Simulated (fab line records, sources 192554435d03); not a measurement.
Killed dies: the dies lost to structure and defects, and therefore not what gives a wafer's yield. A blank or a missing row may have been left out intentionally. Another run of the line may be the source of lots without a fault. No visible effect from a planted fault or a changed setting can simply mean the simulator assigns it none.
Chamber matching -- flow n5Finfet -- rieDiel-03 running N5_BEOL_M1_STRIP_36: 4 sister chambers
The step strips in N2/H2. 16 wafers are shown with their chamber, then 8 later ones without.

== WAFERS WITH THEIR CHAMBER ==
wafer,chamber,drypumpMotorCurrentA (A),throttleValvePct (%),oesProductAu (a.u.)
L074.3,0,5.2,23.7,0.69
L074.4,3,6.4,23.2,0.75
L074.5,3,6.5,23.2,0.76
L078.1,1,5.9,23.6,0.72
L078.4,2,6.0,23.4,0.72
L078.6,2,6.0,23.4,0.72
L079.2,3,6.5,23.2,0.75
L079.3,0,5.3,23.8,0.67
L079.4,1,5.9,23.6,0.73
L082.1,3,6.5,23.2,0.75
L082.3,1,5.9,23.6,0.73
L082.6,3,6.5,23.2,0.75
L083.1,3,6.5,23.2,0.74
L083.2,2,6.0,23.4,0.73
L083.3,1,5.9,23.6,0.72
L083.4,0,5.2,23.7,0.67

SIGNATURES, as means of the wafers listed above
reading,chamber 0,chamber 1,chamber 2,chamber 3,scatter within a chamber
drypumpMotorCurrentA,5.233,5.900,6.000,6.483,0.0354
throttleValvePct,23.733,23.600,23.400,23.200,0.0236
oesProductAu,0.6767,0.7250,0.7233,0.7500,0.00726
Rule: a wafer's distance from a chamber is the root of the sum, over the readings, of the square of ((its reading less the chamber's mean) divided by the reading's scatter). The wafer belongs to the nearest chamber; if the next one is less than 2 further off, it can't be placed. The scatter: take each reading less its chamber's mean, square it, sum over the shown wafers, divide by the number of wafers less the number of chambers, and take the root.

== WAFERS WITHOUT THEIR CHAMBER ==
wafer,drypumpMotorCurrentA (A),throttleValvePct (%),oesProductAu (a.u.)
L083.5,6.5,23.2,0.74
L083.6,5.2,23.8,0.68
L084.1,6.4,23.2,0.73
L084.3,5.9,23.6,0.72
L084.5,6.5,23.2,0.74
L094.1,5.2,23.3,0.91
L094.3,5.9,23.6,0.69
L094.4,6.4,23.2,0.73

== EACH ONE'S CHAMBER ==
wafer,from the rows above,in truth
L083.5,3,3
L083.6,0,0
L084.1,3,3
L084.3,1,1
L084.5,3,3
L094.1,can't be placed: 2 or 1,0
L094.3,1,1
L094.4,3,3
Correct placement for 7 of the 8. These rows do not allow placing 1 (true chamber among the candidates in 0). Placed wrongly: 0.
